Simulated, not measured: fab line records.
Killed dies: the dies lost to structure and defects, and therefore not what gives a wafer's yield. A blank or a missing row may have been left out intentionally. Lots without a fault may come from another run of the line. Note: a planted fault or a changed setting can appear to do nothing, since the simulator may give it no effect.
fab line records	flow n5-finfet	part 1 of 2: steps 1 to 4 of 6
record: lots: 22	wafers: 66	last-day: 17
route steps=1938 shown DUMMY_GATE@244 SD_EPI_N@275 SDB@358 HKMG_FIN@389
lots that met no fault: from a run of the same line without faults
start-h: hours from the record's first day to the start of the lot's first wafer shown	wait-h: how many hours have passed since the lot's step before this one	" the same as in the row above	L1.1+2: a row that stands for several wafers	- no value, or no start given	* or withheld: withheld	< > ~ a bound
route shown NAME@n: names a module that has steps shown in the file, with the first one's number in the route	usual: mean and standard deviation over wafers with no fault	same: alike in all rows	chamber/n: place in a boat	sites: the reading at each site	_std_site: the standard deviation of these	_edge_site: the outer-site mean with the inner-site mean subtracted	radius-mm: for every site, how far away it sits from the centre of the wafer	mask NAME#n: copy n	behind: the tool/chamber that last shaped the wafer	hold: reason for holding the lot/hours on hold/outcome of the hold	device: names the non-switching transistor (n, p or np)	end of line: tests of these same wafers at the route's end	a step with no rows: only its recipe	killed: not the wafer's yield, but the dies lost to structure and defects at the first sort	map: shows each die of a wafer: x if killed, . if not, _ if none is there
set.NAME: the setting as run; set.NAME@STEP: as run at that earlier step	model.NAME: the simulator's own value behind a step, which no gauge read
the route's steps for a sample of lots (tables are steps, rows are wafers)
services: when a tool's chamber went out of use (start-h, in hours from the record's first day, below 0 if earlier), for how many hours, and the reason
== steps ==
step: N5_DUMMY_GATE_STRIP_41
recipe: chemistry: O2	power-w: 400	temp-c: 40	pressure-mtorr: 30	rf-frequency-hz: 6e+07	bias-power-w: 0	overash-fraction: 0.3	o2-flow-sccm: 225
usual: chamber-pressure-mTorr: 29.999/0.026	drypump-motor-current-A: 5.8/0.43	oes-product-au: 0.79/0.091	rf-vpp-V: 3.6/0.49	showerhead-plenum-p-Torr: 2.10/0.063	throttle-valve-pct: 16.60/0.2
lot.wafer	tool	chamber	start-h	wait-h	chamber-pressure-mTorr	drypump-motor-current-A	oes-product-au	rf-hours-counter-h	rf-vpp-V	showerhead-plenum-p-Torr	throttle-valve-pct
L074.4	rie-diel-01	0	48.55	0.0	29.987	5.8	0.79	108	4.0	2.20	16.74
L074.5	"	1	"	"	29.971	5.8	0.79	-	3.4	2.02	16.34
L074.6	"	0	"	"	30.023	5.8	0.78	-	3.4	2.20	16.75
L075.1	rie-diel-02	0	55.13	0.0	30.038	5.9	0.75	179	3.9	2.08	16.69
L075.3	"	3	"	"	29.986	5.5	0.73	166	3.2	2.18	16.68
L075.6	"	3	"	"	29.986	5.6	0.73	-	4.0	2.18	16.67
L076.1	rie-diel-02	1	60.84	0.0	29.975	6.0	0.69	236	3.9	2.06	16.90
L076.3	"	3	"	"	29.943	5.6	0.73	167	3.9	2.18	16.68
L076.5	"	2	"	"	29.970	6.0	0.71	-	3.7	2.07	17.01
L077.1	rie-diel-06	1	66.44	0.0	29.994	6.6	0.93	20	4.4	2.22	16.53
L077.2	"	2	"	"	29.996	5.7	0.71	186	2.9	2.08	16.46
L077.5	"	3	"	"	30.015	5.9	0.93	-	3.3	2.06	16.33
L078.1	rie-diel-01	2	70.07	0.0	29.995	5.0	0.86	40	3.9	2.06	16.40
L078.3	"	3	"	"	29.986	4.7	0.86	66	4.8	2.04	16.44
L078.5	"	3	"	"	29.947	4.7	0.85	-	3.7	2.04	16.45
L079.2	rie-diel-02	1	76.56	0.0	29.994	6.0	0.69	241	4.3	2.06	16.93
L079.4	"	2	"	"	30.002	6.0	0.70	244	3.1	2.07	17.01
L079.5	"	1	"	"	29.990	6.0	0.69	-	3.6	2.06	16.90
L080.1	rie-diel-01	2	82.19	0.0	29.984	4.9	0.86	42	2.5	2.06	16.40
L080.4	"	3	"	"	29.990	4.7	0.84	69	3.4	2.04	16.45
L080.6	"	0	"	"	30.018	5.7	0.78	-	3.2	2.20	16.73
L081.3	rie-diel-02	1	88.18	0.0	30.024	6.0	0.69	245	3.3	2.06	16.91
L081.4	"	3	"	"	29.962	5.6	0.72	175	3.8	2.18	16.69
L081.5	"	3	"	"	30.013	5.5	0.73	-	3.2	2.18	16.70
L082.2	rie-diel-01	2	97.95	0.0	30.012	5.0	0.86	48	3.8	2.06	16.44
L082.3	"	0	"	"	30.020	5.7	0.77	123	3.5	2.19	16.76
L082.6	"	2	"	"	29.961	5.0	0.84	-	3.1	2.06	16.42
L084.4	rie-diel-01	2	108.26	0.0	30.017	4.9	0.85	-	4.3	2.06	16.42
L084.5	"	1	"	"	30.054	5.8	0.77	-	3.5	2.02	16.36
L084.6	"	0	"	"	30.009	5.7	0.77	-	4.1	2.19	16.76
L085.2	rie-diel-06	2	113.39	0.0	30.009	5.6	0.71	199	3.5	2.08	16.47
L085.4	"	3	"	"	30.049	5.9	0.89	26	3.2	2.06	16.37
L085.5	"	3	"	"	29.966	5.9	0.89	-	3.0	2.06	16.36
L086.1	rie-diel-02	1	118.26	0.0	29.977	6.0	0.68	255	4.0	2.06	16.93
L086.2	"	0	"	"	30.044	5.9	0.72	198	3.1	2.08	16.73
L086.6	"	3	"	"	30.010	5.6	0.71	-	3.9	2.17	16.69
L088.1	rie-diel-02	3	132.99	0.0	30.030	5.6	0.71	191	3.9	2.17	16.71
L088.4	"	3	"	"	29.995	5.6	0.71	-	4.1	2.17	16.71
L088.5	"	0	"	"	30.026	6.0	0.72	-	2.9	2.08	16.73
L089.1	rie-diel-02	0	137.47	0.0	30.024	5.9	0.71	206	3.7	2.07	16.73
L089.3	"	0	"	"	30.006	5.9	0.72	-	3.2	2.08	16.73
L089.6	"	3	"	"	29.946	5.6	0.70	-	4.1	2.17	16.72
L090.3	rie-diel-06	3	141.18	0.0	29.986	5.9	0.86	-	3.7	2.05	16.38
L090.4	"	2	"	"	30.035	5.6	0.70	-	3.6	2.08	16.49
L090.6	"	2	"	"	29.973	5.7	0.69	-	4.7	2.08	16.49
L091.1	rie-diel-06	3	149.13	0.0	29.975	5.9	0.87	41	3.5	2.05	16.40
L091.2	"	0	"	"	30.012	5.8	1.01	2	3.6	2.07	16.40
L091.6	"	3	"	"	30.003	5.9	0.86	-	4.5	2.05	16.38
L092.1	rie-diel-06	0	154.55	0.0	30.051	5.8	1.00	4	3.6	2.07	16.37
L092.2	"	1	"	"	30.041	6.6	0.90	41	4.0	2.22	16.58
L092.3	"	3	"	"	30.010	5.9	0.88	43	3.0	2.05	16.41
L093.3	rie-diel-06	0	162.13	0.0	29.988	5.8	0.97	6	3.6	2.07	16.39
L093.4	"	1	"	"	29.996	6.6	0.89	-	4.2	2.22	16.58
L093.6	"	0	"	"	29.993	5.8	0.98	-	3.2	2.07	16.39
L094.1	rie-diel-06	0	168.56	0.0	30.008	5.8	0.97	9	3.1	2.07	16.41
L094.4	"	1	"	"	29.995	6.6	0.89	46	4.8	2.21	16.59
L094.6	"	2	"	"	30.027	5.7	0.69	-	3.3	2.08	16.49
L095.1	rie-diel-01	0	178.24	0.0	29.994	5.8	0.74	148	3.9	2.19	16.82
L095.4	"	2	"	"	30.049	4.9	0.82	73	4.0	2.05	16.49
L095.5	"	3	"	"	29.981	4.7	0.82	-	4.1	2.04	16.48
L097.2	rie-diel-06	1	186.60	0.0	30.014	6.6	0.88	53	3.8	2.21	16.58
L097.3	"	3	"	"	29.970	5.9	0.85	54	3.8	2.05	16.42
L097.6	"	2	"	"	30.003	5.6	0.69	-	3.5	2.07	16.52
L096.3	rie-diel-06	3	187.57	0.0	30.030	5.9	0.84	54	3.4	2.05	16.42
L096.4	"	0	"	"	29.998	5.8	0.94	15	3.1	2.07	16.42
L096.6	"	3	"	"	30.041	5.9	0.84	-	3.9	2.05	16.43
step: N5_DUMMY_GATE_ETCH_44
recipe: chemistry: HBr/O2	over-etch-frac: 0.7	target-depth-a: 1275	stop-on: SiO2	ion-energy-ev: 60	bias-w: 20	target: poly-Si	mask-material: SiO2	pressure-mtorr: 20	icp-w: 400	HBr_flow_sccm: 120	O2_flow_sccm: 10
usual: chamber-pressure-mTorr: 20.001/0.017	drypump-motor-current-A: 5.7/0.5	oes-product-au: 0.725/0.011	throttle-valve-pct: 18.57/0.21
lot.wafer	tool	chamber	start-h	wait-h	chamber-pressure-mTorr	drypump-motor-current-A	oes-product-au	rf-hours-counter-h	throttle-valve-pct
L074.4	rie-si-04	2	48.84	0.0	19.995	6.0	0.720	191	18.68
L074.5	"	0	"	"	20.009	5.6	0.724	-	18.41
L074.6	"	3	"	"	19.986	6.1	0.707	-	18.15
L075.1	rie-si-03	2	55.42	0.0	20.034	5.8	0.742	35	18.82
L075.3	"	1	"	"	20.001	5.4	0.721	3	18.62
L075.6	"	2	"	"	20.012	5.8	0.741	-	18.82
L076.1	rie-si-05	3	61.13	0.0	19.993	6.1	0.734	123	18.72
L076.3	"	1	"	"	19.993	6.3	0.717	137	18.86
L076.5	"	0	"	"	20.006	6.0	0.722	-	18.78
L077.1	rie-si-03	3	66.73	0.0	20.009	5.9	0.731	157	18.32
L077.2	"	0	"	"	19.992	4.8	0.725	79	18.53
L077.5	"	2	"	"	19.974	5.8	0.729	-	18.82
L078.1	rie-si-05	2	70.36	0.0	20.004	6.0	0.714	193	18.62
L078.3	"	3	"	"	20.005	6.1	0.736	123	18.71
L078.5	"	1	"	"	20.015	6.3	0.724	-	18.85
L079.2	rie-si-04	3	76.85	0.0	20.003	6.2	0.707	6	18.16
L079.4	"	1	"	"	20.043	4.8	0.720	111	18.64
L079.5	"	2	"	"	20.025	6.0	0.712	-	18.70
L080.1	rie-si-03	0	82.48	0.0	19.982	4.9	0.727	79	18.52
L080.4	"	2	"	"	19.980	5.8	0.728	35	18.83
L080.6	"	1	"	"	20.022	5.4	0.716	-	18.61
L081.3	rie-si-04	2	88.47	0.0	19.997	6.0	0.727	192	18.67
L081.4	"	1	"	"	19.995	4.8	0.716	112	18.66
L081.5	"	0	"	"	20.004	5.5	0.723	-	18.41
L082.2	rie-si-04	0	98.24	0.0	20.005	5.5	0.730	5	18.40
L082.3	"	2	"	"	19.994	6.0	0.736	192	18.69
L082.6	"	0	"	"	19.977	5.5	0.731	-	18.41
L084.4	rie-si-03	2	108.53	0.0	20.005	5.7	0.735	35	18.81
L084.5	"	0	"	"	19.977	4.9	0.732	-	18.52
L084.6	"	3	"	"	19.961	5.8	0.736	-	18.33
L085.2	rie-si-04	2	113.68	0.0	20.016	6.0	0.720	193	18.67
L085.4	"	1	"	"	20.018	4.8	0.712	112	18.63
L085.5	"	1	"	"	20.013	4.8	0.714	-	18.64
L086.1	rie-si-03	2	118.55	0.0	20.030	5.8	0.731	36	18.80
L086.2	"	3	"	"	20.032	5.8	0.742	158	18.33
L086.6	"	3	"	"	20.006	5.8	0.742	-	18.32
L088.1	rie-si-05	2	133.37	0.0	19.964	6.1	0.734	195	18.63
L088.4	"	3	"	"	19.997	6.1	0.734	124	18.71
L088.5	"	1	"	"	20.009	6.3	0.710	-	18.87
L089.1	rie-si-03	3	137.85	0.0	19.990	5.8	0.733	158	18.32
L089.3	"	2	"	"	19.982	5.8	0.726	36	18.82
L089.6	"	3	"	"	20.002	5.8	0.725	-	18.32
L090.3	rie-si-04	1	141.54	0.0	19.990	4.8	0.718	113	18.65
L090.4	"	0	"	"	20.019	5.5	0.731	6	18.41
L090.6	"	2	"	"	19.966	6.1	0.724	-	18.68
L091.1	rie-si-04	0	149.43	0.0	20.015	5.5	0.724	6	18.42
L091.2	"	2	"	"	20.012	6.1	0.742	193	18.68
L091.6	"	3	"	"	20.015	6.1	0.717	-	18.15
L092.1	rie-si-05	0	154.84	0.0	20.008	6.0	0.717	47	18.78
L092.2	"	1	"	"	19.998	6.3	0.725	139	18.85
L092.3	"	3	"	"	19.998	6.1	0.740	125	18.73
L093.3	rie-si-05	1	162.42	0.0	20.015	6.3	0.719	139	18.88
L093.4	"	0	"	"	20.029	6.0	0.731	-	18.79
L093.6	"	3	"	"	20.024	6.1	0.743	-	18.72
L094.1	rie-si-04	0	168.85	0.0	20.004	5.5	0.719	7	18.40
L094.4	"	3	"	"	19.982	6.1	0.710	-	18.14
L094.6	"	0	"	"	19.996	5.5	0.720	-	18.40
L095.1	rie-si-03	2	178.53	0.0	20.009	5.8	0.719	37	18.82
L095.4	"	1	"	"	19.970	5.3	0.723	5	18.62
L095.5	"	1	"	"	20.006	5.4	0.721	-	18.63
L097.2	rie-si-05	1	186.93	0.1	20.025	6.3	0.715	140	18.89
L097.3	"	2	"	"	20.014	6.0	0.743	-	18.53
L097.6	"	1	"	"	19.983	6.3	0.713	-	18.84
L096.3	rie-si-04	3	187.86	0.0	19.959	6.1	0.700	8	18.14
L096.4	"	0	"	"	20.004	5.5	0.717	7	18.41
L096.6	"	3	"	"	19.981	6.1	0.699	-	18.16
step: N5_SD_EPI_N_ETCH_35
recipe: chemistry: N2/H2	target: SOC	overetch-a: 1080	mask-material: SiARC	temp-c: 40	ion-energy-ev: 100	source-w: 3000	bias-w: 133	pressure-mtorr: 20	time-s: 486	n2-flow-sccm: 200	h2-flow-sccm: 200
usual: chamber-pressure-mTorr: 20.001/0.019	drypump-motor-current-A: 5.8/0.34	oes-product-au: 0.71/0.073	rf-vpp-V: 241.2/1.4	showerhead-plenum-p-Torr: 2.59/0.087	throttle-valve-pct: 23.7/0.32
lot.wafer	tool	chamber	start-h	wait-h	chamber-pressure-mTorr	drypump-motor-current-A	oes-product-au	rf-hours-counter-h	rf-vpp-V	showerhead-plenum-p-Torr	throttle-valve-pct
L074.4	rie-diel-03	2	51.02	0.0	20.007	5.8	0.88	5	243.8	2.70	23.3
L074.5	"	2	"	"	19.990	5.8	0.87	-	240.8	2.71	23.3
L074.6	"	1	"	"	19.996	5.4	0.70	-	240.0	2.45	23.4
L075.1	rie-diel-03	3	57.00	0.0	19.983	5.6	0.67	147	240.4	2.54	24.0
L075.3	"	0	"	"	20.038	5.7	0.64	196	241.2	2.62	24.0
L075.6	"	1	"	"	20.019	5.4	0.70	-	239.3	2.45	23.4
L076.1	rie-diel-04	2	63.00	0.0	19.969	6.1	0.69	129	240.6	2.56	24.5
L076.3	"	0	"	"	20.004	6.3	0.66	184	241.7	2.64	23.9
L076.5	"	1	"	"	20.028	6.5	0.63	-	242.1	2.63	23.8
L077.1	rie-diel-04	1	69.12	0.0	20.006	6.4	0.63	206	240.8	2.62	23.8
L077.2	"	0	"	"	19.993	6.3	0.66	187	240.5	2.63	23.9
L077.5	"	1	"	"	19.990	6.4	0.63	-	242.1	2.62	23.8
L078.1	rie-diel-04	3	73.07	0.0	19.993	6.3	0.70	138	241.5	2.55	24.0
L078.3	"	0	"	"	20.015	6.3	0.66	188	241.7	2.63	23.9
L078.5	"	3	"	"	19.963	6.3	0.70	-	242.3	2.55	24.0
L079.2	rie-diel-03	0	78.62	0.0	20.000	5.7	0.63	204	242.0	2.62	24.0
L079.4	"	3	"	"	19.984	5.5	0.67	154	241.3	2.54	24.0
L079.5	"	0	"	"	20.030	5.7	0.63	-	241.4	2.62	24.0
L080.1	rie-diel-03	0	84.16	0.0	20.040	5.7	0.63	206	240.8	2.62	24.1
L080.4	"	1	"	"	19.982	5.4	0.69	133	240.4	2.44	23.4
L080.6	"	1	"	"	20.016	5.4	0.69	-	241.0	2.44	23.4
L081.3	rie-diel-05	1	92.34	0.0	19.997	5.5	0.66	156	244.4	2.65	23.9
L081.4	"	0	"	"	19.994	5.7	0.82	9	243.5	2.70	23.3
L081.5	"	1	"	"	19.991	5.5	0.65	-	242.2	2.65	23.9
L082.2	rie-diel-05	2	100.49	0.0	19.998	5.5	0.80	25	240.2	2.58	23.6
L082.3	"	0	"	"	19.972	5.6	0.82	12	241.8	2.70	23.3
L082.6	"	3	"	"	20.026	5.8	0.79	-	240.3	2.47	23.6
L084.4	rie-diel-03	2	110.31	0.2	19.988	5.7	0.82	-	242.7	2.70	23.3
L084.5	"	1	"	"	20.002	5.4	0.69	-	238.0	2.44	23.4
L084.6	"	2	"	"	20.015	5.8	0.83	-	243.3	2.70	23.3
L085.2	rie-diel-03	1	115.56	0.1	20.003	5.5	0.68	143	239.0	2.44	23.4
L085.4	"	2	"	"	20.047	5.7	0.82	-	243.2	2.69	23.3
L085.5	"	1	"	"	19.998	5.5	0.68	-	239.9	2.44	23.4
L086.1	rie-diel-04	0	120.13	0.0	19.982	6.3	0.65	206	241.1	2.63	23.9
L086.2	"	1	"	"	20.010	6.4	0.62	224	242.5	2.62	23.9
L086.6	"	3	"	"	20.043	6.2	0.68	-	241.4	2.54	24.0
L088.1	rie-diel-05	0	135.03	0.0	19.986	5.6	0.79	24	242.0	2.69	23.3
L088.4	"	1	"	"	19.990	5.5	0.64	171	242.2	2.65	23.9
L088.5	"	3	"	"	20.016	5.8	0.77	-	240.7	2.47	23.6
L089.1	rie-diel-03	1	139.66	0.0	19.987	5.4	0.67	152	240.3	2.43	23.4
L089.3	"	3	"	"	19.970	5.5	0.65	167	240.6	2.53	24.0
L089.6	"	2	"	"	19.967	5.8	0.79	-	243.8	2.69	23.3
L090.3	rie-diel-04	2	143.14	0.0	19.998	6.0	0.68	150	238.6	2.55	24.5
L090.4	"	3	"	"	19.999	6.3	0.67	165	239.7	2.53	24.0
L090.6	"	1	"	"	19.988	6.5	0.61	-	240.8	2.61	23.9
L091.1	rie-diel-04	3	151.06	0.0	20.023	6.2	0.67	167	241.4	2.53	24.0
L091.2	"	2	"	"	19.980	6.0	0.69	153	241.7	2.55	24.5
L091.6	"	1	"	"	20.004	6.5	0.62	-	241.7	2.61	23.9
L092.1	rie-diel-05	2	158.47	0.0	20.016	5.5	0.76	45	241.6	2.57	23.6
L092.2	"	3	"	"	20.009	5.8	0.76	46	239.5	2.46	23.6
L092.3	"	0	"	"	19.981	5.6	0.77	31	244.7	2.69	23.3
L093.3	rie-diel-05	2	164.18	0.0	19.991	5.5	0.76	46	240.3	2.57	23.7
L093.4	"	1	"	"	19.972	5.5	0.64	180	241.3	2.64	23.9
L093.6	"	1	"	"	20.003	5.5	0.64	-	243.2	2.64	24.0
L094.1	rie-diel-04	1	170.45	0.0	19.997	6.4	0.61	242	241.8	2.61	23.9
L094.4	"	0	"	"	19.992	6.2	0.64	225	240.5	2.62	23.9
L094.6	"	0	"	"	20.004	6.2	0.64	-	241.4	2.62	23.9
L095.1	rie-diel-05	2	180.23	0.0	19.985	5.5	0.76	51	242.5	2.57	23.7
L095.4	"	3	"	"	20.035	5.8	0.75	53	239.7	2.46	23.6
L095.5	"	1	"	"	20.017	5.5	0.64	-	240.1	2.64	24.0
L097.2	rie-diel-03	1	188.42	0.0	20.017	5.5	0.66	169	239.1	2.43	23.4
L097.3	"	3	"	"	19.984	5.5	0.65	183	240.0	2.52	24.1
L097.6	"	1	"	"	19.962	5.5	0.66	-	238.6	2.43	23.4
L096.3	rie-diel-05	3	189.45	0.0	19.991	5.9	0.75	56	239.5	2.46	23.6
L096.4	"	2	"	"	19.970	5.5	0.75	55	240.9	2.57	23.7
L096.6	"	1	"	"	20.000	5.5	0.63	-	240.7	2.64	24.0
step: N5_SDB_INSPECT_13
recipe: mode: adi	inspect-instrument: brightfield
usual: raw-defect-count: 78/28
lot.wafer	tool	chamber	start-h	wait-h	raw-defect-count
L074.4	defect-inspect-02	-	66.65	0.0	56
L074.5	"	-	"	"	53
L074.6	"	-	"	"	63
L075.1	defect-inspect-01	-	73.63	0.0	99
L075.3	"	-	"	"	106
L075.6	"	-	"	"	185
L076.1	defect-inspect-01	-	79.25	0.0	72
L076.3	"	-	"	"	153
L076.5	"	-	"	"	59
L077.1	defect-inspect-01	-	87.27	0.0	85
L077.2	"	-	"	"	68
L077.5	"	-	"	"	114
L078.1	defect-inspect-02	-	88.88	0.0	64
L078.3	"	-	"	"	90
L078.5	"	-	"	"	61
L079.2	defect-inspect-01	-	95.46	0.0	71
L079.4	"	-	"	"	112
L079.5	"	-	"	"	50
L080.1	defect-inspect-01	-	100.66	0.0	79
L080.4	"	-	"	"	67
L080.6	"	-	"	"	80
L081.3	defect-inspect-02	-	108.90	0.0	39
L081.4	"	-	"	"	77
L081.5	"	-	"	"	29
L082.2	defect-inspect-01	-	116.10	0.0	81
L082.3	"	-	"	"	78
L082.6	"	-	"	"	51
L084.4	defect-inspect-02	-	126.37	0.0	43
L084.5	"	-	"	"	78
L084.6	"	-	"	"	51
L085.2	defect-inspect-01	-	131.37	0.0	55
L085.4	"	-	"	"	92
L085.5	"	-	"	"	134
L086.1	defect-inspect-01	-	136.25	0.0	104
L086.2	"	-	"	"	74
L086.6	"	-	"	"	104
L088.1	defect-inspect-02	-	153.91	0.0	49
L088.4	"	-	"	"	72
L088.5	"	-	"	"	62
L089.1	defect-inspect-02	-	157.35	0.0	142
L089.3	"	-	"	"	76
L089.6	"	-	"	"	132
L090.3	defect-inspect-01	-	160.12	0.0	88
L090.4	"	-	"	"	52
L090.6	"	-	"	"	61
L091.1	defect-inspect-01	-	168.30	0.0	56
L091.2	"	-	"	"	69
L091.6	"	-	"	"	74
L092.1	defect-inspect-02	-	175.60	0.0	85
L092.2	"	-	"	"	78
L092.3	"	-	"	"	96
L093.3	defect-inspect-01	-	180.52	0.0	38
L093.4	"	-	"	"	30
L093.6	"	-	"	"	52
L094.1	defect-inspect-02	-	187.70	0.0	74
L094.4	"	-	"	"	108
L094.6	"	-	"	"	101
L095.1	defect-inspect-02	-	197.63	0.0	81
L095.4	"	-	"	"	100
L095.5	"	-	"	"	38
L097.2	defect-inspect-02	-	204.58	0.0	59
L097.3	"	-	"	"	53
L097.6	"	-	"	"	68
L096.3	defect-inspect-01	-	205.29	0.0	116
L096.4	"	-	"	"	86
L096.6	"	-	"	"	73
